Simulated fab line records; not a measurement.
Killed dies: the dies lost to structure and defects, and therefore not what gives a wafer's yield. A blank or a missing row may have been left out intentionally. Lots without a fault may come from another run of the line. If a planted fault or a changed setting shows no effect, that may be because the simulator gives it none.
fab line records	flow n5Finfet
record lots=7	wafers=39
route steps=1938 shown BEOL_M5@1112 BEOL_M7@1308 BEOL_M9@1440 BEOL_M12@1637
startH: hours from the record's opening day to when the first of the lot's shown wafers began	waitH: hours elapsed since this lot's preceding step	" identical to the entry in the row above	L1.1+2: one row covering several wafers at once	- either no value or no given start	* or withheld: withheld	< > ~ a bound
route shown NAME@n: NAME is a module with steps in the file, n the number in the route of the first one	usual: mean/standard deviation of fault-free wafers	same: alike in all rows	chamber/n: place in a boat	sites: the reading at each site	_std_site: standard deviation of those values	_edge_site: inner sites' mean taken away from outer sites' mean	radiusMm: for every site, how far away it sits from the centre of the wafer	mask NAME#n: copy n	behind: tool/chamber where the wafer was last shaped	hold: the reason the lot was held/the length of the hold in hours/how it ended	device: whichever transistor did not switch (one of n, p or np)	end of line: the route-end tests of the same wafers	a step with no rows: only its recipe	killed: count of dies lost to structure and defects at first sort (not the wafer's yield)	map: shows each die of a wafer: x if killed, . if not, _ if none is there
set.NAME: the run value of the setting; set.NAME@STEP: its run value at that earlier step	model.NAME: the simulator's own value behind a step, which no gauge read
lots whose settings were changed on purpose; a table a step, a row a wafer
## steps
# step N5_BEOL_M5_ILD_DEP_00
# recipe material=SiCOH_lowk	targetThkA=1406.4	tempC=300	precursor=DEMS/porogen	pressureTorr=5	rfW=500	timeS=25.9
lot.wafer	tool	chamber	startH	waitH	set.timeS	model.SiCOH_lowk_of_BEOL_M5_ILD_DEP_00.thkNm
L075.1	pecvd-03	2	164.71	0.8	14.54	78.6
L075.2+6	"	1,2	"	"	25.9	139.2
L075.3	"	0	"	"	14.54	79.8
L075.4	"	1	"	"	25.9	141.8
L075.5	"	0	"	"	14.54	80.6
L076.1	pecvd-03	1	179.33	0.8	25.9	139.8
L076.2	"	2	"	"	33.72	178.8
L076.3	"	0	"	"	33.72	179.8
L076.4	"	2	"	"	33.72	181
L076.5	"	0	"	"	25.9	140.8
L076.6	"	1	"	"	25.9	142.6
L078.1	pecvd-03	1	196.23	0.8	25.9	140.2
L078.2	"	0	"	"	25.9	140.4
L078.3	"	2	"	"	25.9	139.6
L078.4	"	2	"	"	25.9	141
L078.5	"	0	"	"	25.9	143.2
L078.6	"	1	"	"	25.9	143
L082.1	pecvd-01	0	211.16	0.8	25.9	137.6
L082.3	"	0	"	"	25.9	141.2
L082.4	"	1	"	"	25.9	144.4
L085.1	pecvd-04	0	234.35	0.8	25.9	139.8
L085.2	"	2	"	"	25.9	140.6
L085.3	"	1	"	"	25.9	140.8
L085.4	"	2	"	"	25.9	142.6
L085.5	"	1	"	"	25.9	141.8
L085.6	"	0	"	"	25.9	143
L092.1	pecvd-03	2	290.19	0.8	25.9	138.8
L092.2	"	1	"	"	35.55	193.2
L092.3	"	0	"	"	35.55	191
L092.4	"	1	"	"	25.9	142.8
L092.5	"	0	"	"	25.9	143
L092.6	"	2	"	"	35.55	192.8
L094.1	pecvd-01	2	290.54	0.8	38.54	206.2
L094.2	"	1	"	"	25.9	142.2
L094.3	"	2	"	"	25.9	141.4
L094.4	"	1	"	"	25.9	143.8
L094.5	"	1	"	"	38.54	208.2
L094.6	"	2	"	"	38.54	207.2
# step N5_BEOL_M5_CURE_79
# recipe tempC=385	timeS=240	ambient=He/Ar	material=SiCOH_lowk
lot.wafer	tool	chamber	startH	waitH	set.timeS@BEOL_M5_ILD_DEP_00	model.SiCOH_lowk_of_BEOL_M5_ILD_DEP_00.thkNm
L075.1	uvCure-03	2	164.77	0.0	14.54	67.4
L075.2+6	"	2	"	"	25.9	119.6
L075.3	"	2	"	"	14.54	68.4
L075.4	"	2	"	"	25.9	122
L075.5	"	2	"	"	14.54	69
L076.1	uvCure-02	0	179.76	0.4	25.9	120.4
L076.2	"	0	"	"	33.72	154.2
L076.3	"	0	"	"	33.72	155
L076.4	"	0	"	"	33.72	156.2
L076.5	"	0	"	"	25.9	121.2
L076.6	"	0	"	"	25.9	122.8
L078.1	uvCure-02	0	196.29	0.0	25.9	120.6
L078.2	"	0	"	"	25.9	120.8
L078.3	"	0	"	"	25.9	120
L078.4	"	0	"	"	25.9	121.4
L078.5	"	0	"	"	25.9	123.2
L078.6	"	0	"	"	25.9	123
L082.1	uvCure-03	1	211.24	0.1	25.9	118.4
L082.3	"	1	"	"	25.9	121.6
L082.4	"	1	"	"	25.9	124.2
L085.1	uvCure-03	0	234.61	0.2	25.9	120.2
L085.2+3	"	0	"	"	25.9	121
L085.4	"	0	"	"	25.9	122.8
L085.5	"	0	"	"	25.9	122
L085.6	"	0	"	"	25.9	123
L092.1	uvCure-02	1	290.25	0.0	25.9	119.4
L092.2	"	1	"	"	35.55	166.6
L092.3	"	1	"	"	35.55	164.8
L092.4	"	1	"	"	25.9	123
L092.5	"	1	"	"	25.9	123.2
L092.6	"	1	"	"	35.55	166.4
L094.1	uvCure-03	1	290.62	0.1	38.54	178.2
L094.2	"	1	"	"	25.9	122.2
L094.3	"	1	"	"	25.9	121.6
L094.4	"	1	"	"	25.9	123.8
L094.5	"	1	"	"	38.54	179.8
L094.6	"	1	"	"	38.54	179
# step N5_BEOL_M5_THK_MEAS_01
# recipe reads=SiCOH_lowk_of_BEOL_M5_ILD_DEP_00
# usual M5_ILD_THK=120.9/1.8
lot.wafer	tool	chamber	startH	waitH	set.timeS@BEOL_M5_ILD_DEP_00	M5_ILD_THK[nm]
L075.1	filmMetro-01	-	165.28	0.4	14.54	67.4
L075.2	"	-	"	"	25.9	119.7
L075.3	"	-	"	"	14.54	68.4
L075.4	"	-	"	"	25.9	122.1
L075.5	"	-	"	"	14.54	69.1
L075.6	"	-	"	"	25.9	119.8
L076.1	filmMetro-01	-	180.28	0.4	25.9	120.4
L076.2	"	-	"	"	33.72	154.0
L076.3	"	-	"	"	33.72	155.0
L076.4	"	-	"	"	33.72	156.1
L076.5	"	-	"	"	25.9	121.2
L076.6	"	-	"	"	25.9	122.8
L078.1	filmMetro-01	-	196.81	0.4	25.9	120.6
L078.2	"	-	"	"	25.9	120.7
L078.3	"	-	"	"	25.9	120.2
L078.4	"	-	"	"	25.9	121.3
L078.5	"	-	"	"	25.9	123.2
L078.6	"	-	"	"	25.9	123.1
L082.1	filmMetro-02	-	211.75	0.4	25.9	118.5
L082.3	"	-	"	"	25.9	121.6
L082.4	"	-	"	"	25.9	124.2
L085.1	filmMetro-02	-	235.13	0.4	25.9	120.3
L085.2	"	-	"	"	25.9	121.1
L085.3	"	-	"	"	25.9	121.1
L085.4	"	-	"	"	25.9	122.8
L085.5	"	-	"	"	25.9	122.1
L085.6	"	-	"	"	25.9	122.9
L092.1	filmMetro-01	-	290.76	0.4	25.9	119.4
L092.2	"	-	"	"	35.55	166.7
L092.3	"	-	"	"	35.55	164.8
L092.4	"	-	"	"	25.9	122.9
L092.5	"	-	"	"	25.9	123.1
L092.6	"	-	"	"	35.55	166.4
L094.1	filmMetro-01	-	291.13	0.4	38.54	178.0
L094.2	"	-	"	"	25.9	122.4
L094.3	"	-	"	"	25.9	121.7
L094.4	"	-	"	"	25.9	123.8
L094.5	"	-	"	"	38.54	179.8
L094.6	"	-	"	"	38.54	178.9
# step N5_BEOL_M7_TRENCH_ETCH_37
# recipe chemistry=C4F6/O2	targetDepthA=934.78	target=SiCOH_lowk	timeS=31.2	ionEnergyEv=250	pressureMtorr=30	sourceW=345	biasW=185	Ar_flow_sccm=300	C4F6_flow_sccm=10	O2_flow_sccm=10
lot.wafer	tool	chamber	startH	waitH	set.timeS	model.etch.depthNm	model.BEOL_M7.featureDepthNm	model.TiN_of_BEOL_M7_HM_DEP_02.thkNm
L075.1	rieDiel-01	0	-	-	31.2	89.91	90	17.4
L075.2	"	2	"	"	31.2	90.74	90.8	17.2
L075.3	"	3	"	"	31.2	91.75	91.8	17.6
L075.4	"	2	"	"	31.2	90.51	90.6	17.6
L075.5	"	3	"	"	31.2	90.64	90.6	17.6
L075.6	"	0	"	"	31.2	90.32	90.4	17.6
L076.1	rieDiel-04	2	-	-	18.46	54.43	54.4	18.4
L076.2	"	0	"	"	18.46	54.67	54.6	18.4
L076.3	"	1	"	"	31.2	93.23	93.2	17
L076.4	"	3	"	"	18.46	54.7	54.8	18.4
L076.5	"	0	"	"	31.2	92.13	92.2	17
L076.6	"	1	"	"	31.2	93.45	93.4	17.4
L078.1	rieDiel-01	0	-	-	31.2	91.91	92	17.2
L078.2	"	3	"	"	31.2	93.38	93.4	17.2
L078.3	"	2	"	"	31.2	93.15	93.2	17.2
L078.4	"	3	"	"	31.2	93.35	93.4	17.4
L078.5	"	0	"	"	31.2	91.37	91.4	17.2
L078.6	"	2	"	"	31.2	93.48	93.4	17
L082.1	rieDiel-01	3	-	-	31.2	91.95	92	17.2
L082.3	"	1	"	"	31.2	93.03	93	17.4
L082.4	"	2	"	"	31.2	92.47	92.4	17.2
L085.1	rieDiel-04	2	-	-	18.71	55.06	55	18.6
L085.2	"	1	"	"	31.2	91.91	92	17.4
L085.3	"	3	"	"	18.71	55.72	55.8	18.8
L085.4	"	1	"	"	18.71	55.72	55.8	18.4
L085.5	"	3	"	"	31.2	92.57	92.6	17.6
L085.6	"	2	"	"	31.2	92.27	92.2	17.4
L094.1	rieDiel-03	1	-	-	31.2	95.85	95.8	17.8
L094.2	"	2	"	"	26.2	79.46	79.4	17.8
L094.3	"	3	"	"	26.2	79.82	79.8	18
L094.4	"	0	"	"	31.2	95.86	95.8	17.6
L094.5	"	2	"	"	31.2	94.2	94.2	17.6
L094.6	"	3	"	"	26.2	80.52	80.6	18.4
L092.1	rieDiel-04	3	-	-	31.2	94.03	94	17.6
L092.2	"	0	"	"	31.2	98.04	98	17.2
L092.3	"	2	"	"	31.2	93.8	93.8	17.4
L092.4	"	1	"	"	31.2	94.3	94.4	17.2
L092.5	"	1	"	"	31.2	93.96	94	17.2
L092.6	"	2	"	"	31.2	93.09	93	17.2
# step N5_BEOL_M7_ETCH_41
# recipe chemistry=CH3F/O2	target=SiCN	targetDepthA=319	taperDeg=2	timeS=57.8	ionEnergyEv=120	maskMaterial=TiN	pressureMtorr=30	sourceW=395	biasW=75	Ar_flow_sccm=150	CH3F_flow_sccm=30	O2_flow_sccm=20
# step N5_BEOL_M7_STRIP_80
# recipe chemistry=N2/H2	timeS=10	powerW=450	tempC=40	pressureMtorr=20	rfFrequencyHz=6e+07	biasPowerW=7	n2FlowSccm=200	h2FlowSccm=200
# step N5_BEOL_M7_OCD_MEAS_38
# usual trenchDepthNm=93.1/1.9
lot.wafer	tool	chamber	startH	waitH	set.timeS@BEOL_M7_TRENCH_ETCH_37	trenchDepthNm
L075.1	ocd-02	-	190.22	-	31.2	90.0
L075.2	"	-	"	"	31.2	90.9
L075.3	"	-	"	"	31.2	91.8
L075.4	"	-	"	"	31.2	90.2
L075.5	"	-	"	"	31.2	90.3
L075.6	"	-	"	"	31.2	90.4
L076.1	ocd-02	-	205.78	-	18.46	54.4
L076.2	"	-	"	"	18.46	54.9
L076.3	"	-	"	"	31.2	92.9
L076.4	"	-	"	"	18.46	54.1
L076.5	"	-	"	"	31.2	92.4
L076.6	"	-	"	"	31.2	93.4
L078.1	ocd-02	-	220.02	-	31.2	92.2
L078.2	"	-	"	"	31.2	93.2
L078.3	"	-	"	"	31.2	92.8
L078.4	"	-	"	"	31.2	93.3
L078.5	"	-	"	"	31.2	91.2
L078.6	"	-	"	"	31.2	93.0
L082.1	ocd-02	-	233.07	-	31.2	92.0
L082.3	"	-	"	"	31.2	93.3
L082.4	"	-	"	"	31.2	92.3
L085.1	ocd-01	-	258.33	-	18.71	55.2
L085.2	"	-	"	"	31.2	91.7
L085.3	"	-	"	"	18.71	55.8
L085.4	"	-	"	"	18.71	56.4
L085.5	"	-	"	"	31.2	92.5
L085.6	"	-	"	"	31.2	92.4
L094.1	ocd-02	-	314.87	-	31.2	95.9
L094.2	"	-	"	"	26.2	79.5
L094.3	"	-	"	"	26.2	79.4
L094.4	"	-	"	"	31.2	96.0
L094.5	"	-	"	"	31.2	94.2
L094.6	"	-	"	"	26.2	79.9
L092.1	ocd-02	-	315.20	-	31.2	94.4
L092.2	"	-	"	"	31.2	98.0
L092.3	"	-	"	"	31.2	93.8
L092.4	"	-	"	"	31.2	94.5
L092.5	"	-	"	"	31.2	93.8
L092.6	"	-	"	"	31.2	93.2
# step N5_BEOL_M7_HM_STRIP_39
# recipe chemistry=peroxideTinStrip	material=TiN	targetDepthA=250	tempC=50	timeS=158
# step N5_BEOL_M7_SRD_40
# recipe timeS=30	tempC=23	rinseLiquid=diw	dry=ipaMarangoni
# step N5_BEOL_M7_ECD_50
# recipe material=Cu	targetThkA=3000
# step N5_BEOL_M7_ANNEAL_51
# recipe tempC=225	timeS=90	ambient=N2
# step N5_BEOL_M7_CMP_52
# recipe stopOn=SiCOH_lowk	tOverpolishS=6.9	downForcePsi=1	platenRpm=50	clearingPlatenDownForcePsi=1.5	clearingPlatenRpm=50	postCmpClean=cuAlkaline	targetThkNm=80	clearingPlatenPadVelocityMS=0.99484	padVelocityMS=0.99484
lot.wafer	tool	chamber	startH	waitH	set.timeS@BEOL_M7_TRENCH_ETCH_37	model.Cu_of_BEOL_M7_ECD_50.thkNm
L075.2	cmp-03	0	192.05	0.2	31.2	75.8
L075.1	"	1	"	"	31.2	74.4
L075.3+5	"	2,1	"	"	31.2	75.4
L075.4	"	3	"	"	31.2	76.8
L075.6	"	0	"	"	31.2	75.6
L076.2	cmp-03	0	207.75	0.2	18.46	39.8
L076.4	"	1	"	"	18.46	39.6
L076.1	"	2	"	"	18.46	37.6
L076.3	"	3	"	"	31.2	79.8
L076.6	"	0	"	"	31.2	78.6
L076.5	"	1	"	"	31.2	78.2
L078.4	cmp-04	1	222.87	0.1	31.2	79.4
L078.1	"	2	"	"	31.2	76.8
L078.2	"	3	"	"	31.2	80.6
L078.3	"	0	"	"	31.2	78
L078.6	"	1	"	"	31.2	78.6
L078.5	"	2	"	"	31.2	76.4
L082.1	cmp-04	0	236.27	0.3	31.2	78.2
L082.4	"	2	"	"	31.2	78.8
L082.3	"	3	"	"	31.2	81.2
L085.1	cmp-01	1	260.95	0.5	18.71	40.4
L085.4	"	2	"	"	18.71	42
L085.3	"	3	"	"	18.71	42.6
L085.2	"	0	"	"	31.2	77.2
L085.6+5	"	1,2	"	"	31.2	79
L094.1	cmp-04	1	316.90	0.3	31.2	81.6
L094.2	"	2	"	"	26.2	62.6
L094.4	"	3	"	"	31.2	83.8
L094.3	"	0	"	"	26.2	65.4
L094.5	"	1	"	"	31.2	80.4
L094.6	"	2	"	"	26.2	64.4
L092.3	cmp-04	2	317.44	0.2	31.2	79.6
L092.4	"	3	"	"	31.2	81.2
L092.1+5	"	0,2	"	"	31.2	79.2
L092.2	"	1	"	"	31.2	83.6
L092.6	"	3	"	"	31.2	79.4
# step N5_BEOL_M7_THK_MEAS_53
# recipe thkMeasGauge=xrf	reads=Cu_of_BEOL_M7_ECD_50
# usual M7_THK=77.9/2.2
lot.wafer	tool	chamber	startH	waitH	set.timeS@BEOL_M7_TRENCH_ETCH_37	M7_THK[nm]
L075.1	filmMetro-02	-	192.34	-	31.2	72.6
L075.2	"	-	"	"	31.2	73.9
L075.3	"	-	"	"	31.2	73.8
L075.4	"	-	"	"	31.2	74.7
L075.5	"	-	"	"	31.2	73.6
L075.6	"	-	"	"	31.2	73.7
L076.1	filmMetro-01	-	208.05	-	18.46	37.2
L076.2	"	-	"	"	18.46	39.7
L076.3	"	-	"	"	31.2	79.3
L076.4	"	-	"	"	18.46	39.3
L076.5	"	-	"	"	31.2	77.8
L076.6	"	-	"	"	31.2	78.2
L078.1	filmMetro-02	-	223.16	-	31.2	75.8
L078.2	"	-	"	"	31.2	79.4
L078.3	"	-	"	"	31.2	76.8
L078.4	"	-	"	"	31.2	78.1
L078.5	"	-	"	"	31.2	75.0
L078.6	"	-	"	"	31.2	77.6
L082.1	filmMetro-02	-	236.57	-	31.2	77.6
L082.3	"	-	"	"	31.2	81.2
L082.4	"	-	"	"	31.2	78.5
L085.1	filmMetro-01	-	261.24	-	18.71	39.8
L085.2	"	-	"	"	31.2	76.0
L085.3	"	-	"	"	18.71	42.1
L085.4	"	-	"	"	18.71	41.3
L085.5	"	-	"	"	31.2	77.5
L085.6	"	-	"	"	31.2	77.9
L094.1	filmMetro-02	-	317.20	-	31.2	80.5
L094.2	"	-	"	"	26.2	61.6
L094.3	"	-	"	"	26.2	64.6
L094.4	"	-	"	"	31.2	82.3
L094.5	"	-	"	"	31.2	78.7
L094.6	"	-	"	"	26.2	63.1
L092.1	filmMetro-02	-	317.74	-	31.2	77.7
L092.2	"	-	"	"	31.2	82.3
L092.3	"	-	"	"	31.2	78.3
L092.4	"	-	"	"	31.2	79.5
L092.5	"	-	"	"	31.2	77.9
L092.6	"	-	"	"	31.2	77.9
# step N5_BEOL_M7_PRE_CLEAN_55
# recipe gas=NH3	timeS=15	tempC=withheld	rfPowerW=300
# step N5_BEOL_M7_DEP_56
# recipe material=SiCN	targetThkA=100	tempC=withheld	precursor=3MS/NH3	pressureTorr=3	rfW=202	timeS=17.5
# step N5_BEOL_M7_RS_MEAS_57
# recipe thkMeasGauge=four-point-probe	reads=Cu_of_BEOL_M7_ECD_50+Co_of_BEOL_M7_CVD_78+TaN_of_BEOL_M7_ALD_77
# usual M7_RS=0.289/0.0093
lot.wafer	tool	chamber	startH	waitH	set.timeS@BEOL_M7_TRENCH_ETCH_37	M7_RS[ohm/sq]
L075.1	filmMetro-01	-	192.48	0.1	31.2	0.311
L075.2	"	-	"	"	31.2	0.304
L075.3	"	-	"	"	31.2	0.306
L075.4	"	-	"	"	31.2	0.300
L075.5	"	-	"	"	31.2	0.307
L075.6	"	-	"	"	31.2	0.306
L076.1	filmMetro-01	-	208.18	0.1	18.46	0.731
L076.2	"	-	"	"	18.46	0.677
L076.3	"	-	"	"	31.2	0.287
L076.4	"	-	"	"	18.46	0.680
L076.5	"	-	"	"	31.2	0.294
L076.6	"	-	"	"	31.2	0.292
L078.1	filmMetro-01	-	223.29	0.1	31.2	0.300
L078.2	"	-	"	"	31.2	0.283
L078.3	"	-	"	"	31.2	0.294
L078.4	"	-	"	"	31.2	0.289
L078.5	"	-	"	"	31.2	0.302
L078.6	"	-	"	"	31.2	0.291
L082.1	filmMetro-01	-	236.73	0.1	31.2	0.294
L082.3	"	-	"	"	31.2	0.281
L082.4	"	-	"	"	31.2	0.291
L085.1	filmMetro-02	-	261.38	0.1	18.71	0.662
L085.2	"	-	"	"	31.2	0.299
L085.3	"	-	"	"	18.71	0.617
L085.4	"	-	"	"	18.71	0.633
L085.5	"	-	"	"	31.2	0.290
L085.6	"	-	"	"	31.2	0.291
L094.1	filmMetro-01	-	317.33	0.1	31.2	0.279
L094.2	"	-	"	"	26.2	0.383
L094.3	"	-	"	"	26.2	0.363
L094.4	"	-	"	"	31.2	0.271
L094.5	"	-	"	"	31.2	0.284
L094.6	"	-	"	"	26.2	0.370
L092.1	filmMetro-01	-	317.87	0.1	31.2	0.289
L092.2	"	-	"	"	31.2	0.272
L092.3	"	-	"	"	31.2	0.288
L092.4	"	-	"	"	31.2	0.281
L092.5	"	-	"	"	31.2	0.289
L092.6	"	-	"	"	31.2	0.288
# step N5_BEOL_M9_ETCH_66
# recipe chemistry=N2/H2	target=SOC	targetDepthA=800	overetchA=160	maskMaterial=SiARC	tempC=40	timeS=120	ionEnergyEv=200	pressureMtorr=30	sourceW=840	biasW=150	n2FlowSccm=200	h2FlowSccm=200
lot.wafer	tool	chamber	startH	waitH	set.timeS	model.SiARC_of_BEOL_M9_COAT_64.thkNm
L075.1+6	rieDiel-03	1	203.27	0.0	120	6.4
L075.2	"	2	"	"	120	6
L075.3+5	"	0	"	"	142.2	5.4
L075.4	"	3	"	"	142.2	5.6
L076.1+4	rieDiel-03	0	222.20	0.0	120	6.4
L076.2+6	"	3	"	"	120	6.6
L076.3+5	"	2	"	"	120	6
L078.1+2+4+5	rieDiel-04	1,2,2,1	234.67	0.0	120	6.4
L078.3+6	"	3	"	"	120	6.2
L082.1+4	rieDiel-04	1	247.35	0.0	120	6.4
L082.3	"	3	"	"	120	6.2
L085.1+3+6	rieDiel-03	2,0,2	276.98	0.0	120	6.2
L085.2+4+5	"	1,1,0	"	"	76.08	8.2
L094.1+3+6	rieDiel-04	1,2,2	330.84	0.0	120	6.4
L094.2	"	0	"	"	162.5	4
L094.4	"	0	"	"	162.5	3.8
L094.5	"	1	"	"	162.5	4.4
L092.1+2	rieDiel-04	1,2	331.49	0.0	144.5	5.4
L092.3	"	0	"	"	144.5	5
L092.4+6	"	1,2	"	"	120	6.4
L092.5	"	0	"	"	120	6.2
# step N5_BEOL_M12_ETCH_68
# recipe chemistry=N2/H2	target=SOC	maskMaterial=SiARC	sourceW=3000	biasW=350	tempC=40	timeS=285	ionEnergyEv=200	pressureMtorr=30	n2FlowSccm=200	h2FlowSccm=200
lot.wafer	tool	chamber	startH	waitH	set.timeS	model.SiARC_of_BEOL_M12_COAT_66.thkNm
L075.1	rieDiel-06	3	225.39	0.1	285	85.8
L075.2	"	0	"	"	206.8	91.6
L075.3	"	2	"	"	206.8	92.2
L075.4	"	0	"	"	285	85.2
L075.5	"	3	"	"	206.8	92.4
L075.6	"	2	"	"	285	85.4
L076.1+4+5	rieDiel-05	1,3,2	243.89	0.1	285	86.2
L076.2	"	0	"	"	285	85.6
L076.3	"	2	"	"	285	86
L076.6	"	1	"	"	285	85.8
L078.1	rieDiel-05	1	253.95	0.1	285	85.4
L078.2+5	"	3	"	"	430.1	73.8
L078.3	"	0	"	"	285	85.8
L078.4	"	2	"	"	430.1	74.2
L078.6	"	0	"	"	285	85.6
L082.1	rieDiel-02	3	268.01	0.1	285	85
L082.3	"	1	"	"	285	85.8
L082.4	"	0	"	"	285	85.2
L085.1+5	rieDiel-05	0,1	294.96	0.1	285	86.2
L085.2	"	2	"	"	386.6	79
L085.3	"	1	"	"	386.6	77.6
L085.4	"	3	"	"	285	86.6
L085.6	"	0	"	"	386.6	77.2
L094.1	rieDiel-06	3	352.28	0.1	285	84.6
L094.2	"	2	"	"	285	85.4
L094.3	"	0	"	"	240.4	89.6
L094.4+6	"	1	"	"	240.4	89.4
L094.5	"	0	"	"	285	86
L092.1	rieDiel-02	2	354.06	0.1	285	86.4
L092.2	"	1	"	"	285	86.2
L092.3+4	"	3,0	"	"	195.1	93.6
L092.5	"	3	"	"	285	86
L092.6	"	2	"	"	195.1	94
## key
split step=N5_BEOL_M5_ILD_DEP_00	setting=timeS	stated=25.9	by=wafer
response step=N5_BEOL_M5_ILD_DEP_00	reading=model.SiCOH_lowk_of_BEOL_M5_ILD_DEP_00.thkNm	change=+1.34	per=1%	r=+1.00
response step=N5_BEOL_M5_CURE_79	reading=model.SiCOH_lowk_of_BEOL_M5_ILD_DEP_00.thkNm	change=+1.17	per=1%	r=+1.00
response step=N5_BEOL_M5_THK_MEAS_01	reading=M5_ILD_THK	change=+1.17	per=1%	r=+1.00
split step=N5_BEOL_M7_TRENCH_ETCH_37	setting=timeS	stated=31.2	by=wafer
response step=N5_BEOL_M7_TRENCH_ETCH_37	reading=model.etch.depthNm	change=+0.931	per=1%	r=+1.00
response step=N5_BEOL_M7_TRENCH_ETCH_37	reading=model.BEOL_M7.featureDepthNm	change=+0.93	per=1%	r=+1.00
response step=N5_BEOL_M7_TRENCH_ETCH_37	reading=model.TiN_of_BEOL_M7_HM_DEP_02.thkNm	change=-0.0293	per=1%	r=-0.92
response step=N5_BEOL_M7_OCD_MEAS_38	reading=trenchDepthNm	change=+0.93	per=1%	r=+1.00
response step=N5_BEOL_M7_CMP_52	reading=model.Cu_of_BEOL_M7_ECD_50.thkNm	change=+0.959	per=1%	r=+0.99
response step=N5_BEOL_M7_THK_MEAS_53	reading=M7_THK	change=+0.948	per=1%	r=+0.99
response step=N5_BEOL_M7_RS_MEAS_57	reading=M7_RS	change=-0.00902	per=1%	r=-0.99
split step=N5_BEOL_M9_ETCH_66	setting=timeS	stated=120	by=wafer
response step=N5_BEOL_M9_ETCH_66	reading=model.SiARC_of_BEOL_M9_COAT_64.thkNm	change=-0.0574	per=1%	r=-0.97
split step=N5_BEOL_M12_ETCH_68	setting=timeS	stated=285	by=wafer
response step=N5_BEOL_M12_ETCH_68	reading=model.SiARC_of_BEOL_M12_COAT_66.thkNm	change=-0.235	per=1%	r=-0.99
